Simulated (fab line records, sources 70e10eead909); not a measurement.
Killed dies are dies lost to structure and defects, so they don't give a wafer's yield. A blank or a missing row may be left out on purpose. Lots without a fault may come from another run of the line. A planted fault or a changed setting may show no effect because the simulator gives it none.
Chamber matching | flow nand_harc | NHARC_A_CONTACT_ETCH_90 on rie_diel-04: 4 sister chambers
The step etches the open film in CH3F/O2, target depth 40 nm, time 85.7 s. 4 wafers are shown with their chamber, then 9 later ones without.

WAFERS WITH THEIR CHAMBER
wafer  | chamber | showerhead_plenum_p_Torr (Torr)
L083.2 | 1       | 2.47
L083.3 | 3       | 2.61
L089.4 | 0       | 2.34
L089.5 | 2       | 2.46

WAFERS WITHOUT THEIR CHAMBER
wafer  | showerhead_plenum_p_Torr (Torr)
L091.4 | 2.61
L091.5 | 2.33
L091.6 | 2.47
L086.1 | 2.60
L086.3 | 2.45
L086.5 | 2.46
L097.1 | 2.33
L097.2 | 2.60
L097.6 | 2.60

WHICH CHAMBER EACH WENT THROUGH
wafer  | from the rows above     | in truth
L091.4 | 3                       | 3
L091.5 | 0                       | 0
L091.6 | can't be placed: 1 or 2 | 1
L086.1 | 3                       | 3
L086.3 | can't be placed: 2 or 1 | 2
L086.5 | can't be placed: 2 or 1 | 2
L097.1 | 0                       | 0
L097.2 | 3                       | 3
L097.6 | 3                       | 3
Placed correctly: 6 of 9. Can't be placed from these rows: 3 (the true chamber is among the candidates in 3). Placed wrongly: 0.
How it was worked out, from the rows above alone: a wafer's distance from a chamber is the root of the sum, over the readings, of the square of ((its reading less the chamber's mean) divided by the reading's scatter). The wafer belongs to the nearest chamber; if the next one is less than 2 further off, it can't be placed. A chamber's mean is the mean of its shown wafers. The scatter: with one shown wafer a chamber, the root of the mean of the squares of how far each hidden wafer lies from its nearest shown one.
